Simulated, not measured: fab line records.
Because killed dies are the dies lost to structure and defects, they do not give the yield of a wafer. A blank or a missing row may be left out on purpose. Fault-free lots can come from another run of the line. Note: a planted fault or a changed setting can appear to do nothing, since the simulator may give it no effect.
Split-lot experiment	flow n5_finfet	7 lots, 21 wafers read, on a route of 1938 steps

THE SPLIT
At N5_BEOL_M13_COAT_58 (time 60 s, resist thk 89 nm), the setting spin_rpm was moved away from the recipe's 1500 rpm on 9 of the 21 wafers read, by -9.0% to +11.1%. All remaining wafers had this setting at the recipe value.

Between the split and the reading, the file records no step.

THE READING
etch.depth_nm (the simulator's own value, which no gauge read), in nm, at N5_BEOL_M13_ETCH_59 (etches BARC in N2/H2, target depth 89 nm, overetch 26.7 nm, time 67.9 s). There is no usual value for it anywhere in the file. Average 89.05 nm, standard deviation 0.3 nm, over the 12 wafers here run with the recipe.

wafer	tool, chamber at the split	spin_rpm as run, rpm	against the recipe	etch.depth_nm, nm	against lot-mates on the recipe
L074.2	litho_track-03, 0	1500	recipe	88.94	-
L074.3	litho_track-03, 0	1598	+6.5%	86.46	-2.50
L074.4	litho_track-03, 0	1500	recipe	88.98	-
L075.2	litho_track-04, 0	1647	+9.8%	84.51	-4.25
L075.3	litho_track-04, 0	1500	recipe	88.76	-
L075.6	litho_track-04, 0	1647	+9.8%	84.76	-4.00
L077.1	litho_track-03, 0	1441	-3.9%	90.97	+1.84
L077.5	litho_track-03, 0	1500	recipe	89.13	-
L077.6	litho_track-03, 0	1441	-3.9%	90.83	+1.70
L078.1	litho_track-03, 0	1500	recipe	89.22	-
L078.3	litho_track-03, 0	1500	recipe	89.24	-
L078.6	litho_track-03, 0	1500	recipe	89.07	-
L088.2	litho_track-04, 0	1500	recipe	89.46	-
L088.4	litho_track-04, 0	1500	recipe	89.58	-
L088.5	litho_track-04, 0	1365	-9.0%	93.66	+4.14
L095.1	litho_track-04, 0	1666	+11.1%	84.03	-4.56
L095.3	litho_track-04, 0	1500	recipe	88.46	-
L095.5	litho_track-04, 0	1500	recipe	88.72	-
L096.1	litho_track-03, 0	1614	+7.6%	85.7	-3.30
L096.3	litho_track-03, 0	1500	recipe	89	-
L096.5	litho_track-03, 0	1614	+7.6%	85.74	-3.26

THE FIT
A straight line over all 21 wafers: etch.depth_nm changes by -0.459 nm for each +1% of spin_rpm; r = -0.99; the points scatter about the line by 0.28 nm.
The same after taking each lot's own level away (the mean of its wafers on the recipe; 21 wafers): -0.428 nm for each +1%; r = -1.00; scatter 0.12 nm.
That fit puts the effect of the largest move of spin_rpm on the reading at 4.7 nm.
Measured against the standard deviation above, the lots' own levels, which go from 88.590 to 89.520 nm, span 3.1 times it.
The two slopes agree, so the slope changes little with the lot-to-lot level.
Check: for one of the wafers moved furthest among these (+11.1%), held out of the fit, the line's prediction against its lot-mates is -4.73 nm. Against them it came out at -4.56 nm.

OTHER SPLITS APPLIED TO THESE WAFERS
Note: prior to the reading, these wafers also went through further splits. Each is held against what the fit with the lots' levels taken away leaves over:
other split on the same wafers	wafers away from the commonest value	r with etch.depth_nm (lot level and that fit taken away)
N5_BEOL_M11_EXPOSE_25 dose_mj	4	-0.02
N5_BEOL_M12_ILD_DEP_00 time_s	7	+0.07

THE WHOLE CHAIN: every reading that the file lists as answering this split, in the file's order
step	what it does	reading	change (the file's fit)	r (the file's)
N5_BEOL_M13_COAT_58	time 60 s, resist thk 89 nm	BARC_of_BEOL_M13_COAT_58.thk_nm (the simulator's own value, which no gauge read)	-0.424 nm for each +1% of the setting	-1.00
N5_BEOL_M13_ETCH_59	etches BARC in N2/H2, target depth 89 nm, overetch 26.7 nm, time 67.9 s	etch.depth_nm (the simulator's own value, which no gauge read)	-0.425 nm for each +1% of the setting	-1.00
N5_BEOL_M13_STRIP_64	strips in N2/H2	strip_time_to_endpoint_s	withheld for each +1% of the setting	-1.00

THE FILE'S OWN FIT
etch.depth_nm changes by -0.425 nm for each +1% of spin_rpm, r = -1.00.
